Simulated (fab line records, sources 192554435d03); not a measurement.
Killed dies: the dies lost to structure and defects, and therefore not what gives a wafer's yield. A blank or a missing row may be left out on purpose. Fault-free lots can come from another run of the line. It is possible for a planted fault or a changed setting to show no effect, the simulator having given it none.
Lot-split experiment | flow n5-finfet | route with 1938 steps; 7 lots, 21 wafers read

THE SPLIT
At N5_ZERO_LAYER_EXPOSE_08 (exposes mask ZERO, defocus 0 nm, target cd 2000 nm), the setting dose-mj was moved away from the recipe's 16.2 on 8 of the 21 wafers read, by -4.6% to +7.2%. For the rest of the wafers, this setting stayed at what the recipe calls for.

FROM THE SPLIT TO THE READING: what the file shows between them, 2 steps
- N5_ZERO_LAYER_DEVELOP_10: develop time 60 s (also split here: develop-time-s)
- N5_ZERO_LAYER_HARDBAKE_23: time 120 s

THE READING
cd-nm at N5_ZERO_LAYER_CD_MEAS_11, given in nm (cd target 2000 nm). A value of 2001.6 nm with a standard deviation of 2.5 nm is what fault-free wafers of this fab line usually give.

wafer  | tool, chamber at the split | dose-mj as run | against the recipe | cd-nm, nm | against lot-mates on the recipe
L077.2 | krf-scanner-01, 0          | 17.37          | +7.2%              | 2016.0    | +11.3
L077.4 | krf-scanner-01, 0          | 16.2           | recipe             | 2004.7    | -
L077.6 | krf-scanner-01, 0          | 17.37          | +7.2%              | 2016.9    | +12.2
L078.1 | krf-scanner-02, 0          | 16.2           | recipe             | 2000.8    | -
L078.5 | krf-scanner-02, 0          | 17.16          | +5.9%              | 2010.7    | +9.3
L078.6 | krf-scanner-02, 0          | 16.2           | recipe             | 2002.0    | -
L079.4 | krf-scanner-01, 0          | 16.2           | recipe             | 2003.0    | -
L079.5 | krf-scanner-01, 0          | 16.2           | recipe             | 2004.3    | -
L079.6 | krf-scanner-01, 0          | 16.2           | recipe             | 2001.7    | -
L082.1 | krf-scanner-01, 0          | 16.2           | recipe             | 2005.8    | -
L082.4 | krf-scanner-01, 0          | 16.64          | +2.7%              | 2009.5    | +3.7
L082.6 | krf-scanner-01, 0          | 16.64          | +2.7%              | 2010.3    | +4.5
L084.3 | krf-scanner-02, 0          | 15.5           | -4.3%              | 1993.5    | -7.9
L084.4 | krf-scanner-02, 0          | 15.5           | -4.3%              | 1989.9    | -11.5
L084.5 | krf-scanner-02, 0          | 16.2           | recipe             | 2001.4    | -
L086.2 | krf-scanner-02, 0          | 16.2           | recipe             | 1997.4    | -
L086.3 | krf-scanner-02, 0          | 16.2           | recipe             | 2000.3    | -
L086.4 | krf-scanner-02, 0          | 16.2           | recipe             | 1995.8    | -
L089.1 | krf-scanner-01, 0          | 16.2           | recipe             | 2001.9    | -
L089.3 | krf-scanner-01, 0          | 15.45          | -4.6%              | 1991.6    | -9.0
L089.5 | krf-scanner-01, 0          | 16.2           | recipe             | 1999.3    | -

THE FIT
A straight line over all 21 wafers: cd-nm changes by +2.1 nm for each +1% of dose-mj; r = +0.94; the points scatter about the line by 2.6 nm.
The same after taking each lot's own level away (the mean of its wafers on the recipe; 21 wafers): +1.78 nm for each +1%; r = +0.97; scatter 1.3 nm.
Per that fit: largest dose-mj move, reading shift of 13 nm.
Across the lots, their own levels run from 1997.83 to 2005.80 nm, a range of 3.2 times the standard deviation given above.
Hence the slope depends on the lot-to-lot level, as the two fits are not the same.
Check: for one of the wafers moved furthest among these (+7.2%), held out of the fit, the line's prediction against its lot-mates is +12.7 nm. It came out at +11.3 nm against them.

ADDITIONAL SPLITS CARRIED BY THESE WAFERS
These wafers also went through other splits before the reading. Each is held against what the fit with the lots' levels taken away leaves over:
other split on the same wafers          | wafers away from the commonest value | r with cd-nm (lot level and that fit taken away)
N5_ZERO_LAYER_DEVELOP_10 develop-time-s | 9                                    | +0.15

THE WHOLE CHAIN: every reading that the file lists as answering this split, in the file's order
step                     | what it does                                        | reading                                                           | change (the file's fit)              | r (the file's)
N5_ZERO_LAYER_CD_MEAS_11 | target cd 2000 nm                                   | cd-nm                                                             | +1.74 nm for each +1% of the setting | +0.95
N5_ZERO_LAYER_DESCUM_16  | chemistry O2, time 7.9 s                            | ZERO_LAYER.cd-nm (the simulator's own value, which no gauge read) | +1.76 nm for each +1% of the setting | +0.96
N5_ZERO_LAYER_ETCH_17    | etches SiO2 in CF4, target depth 12 nm, time 13.3 s | ZERO_LAYER.cd-nm (the simulator's own value, which no gauge read) | +1.71 nm for each +1% of the setting | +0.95

THE FILE'S OWN FIT
cd-nm changes by +1.74 nm for each +1% of dose-mj, r = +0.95.
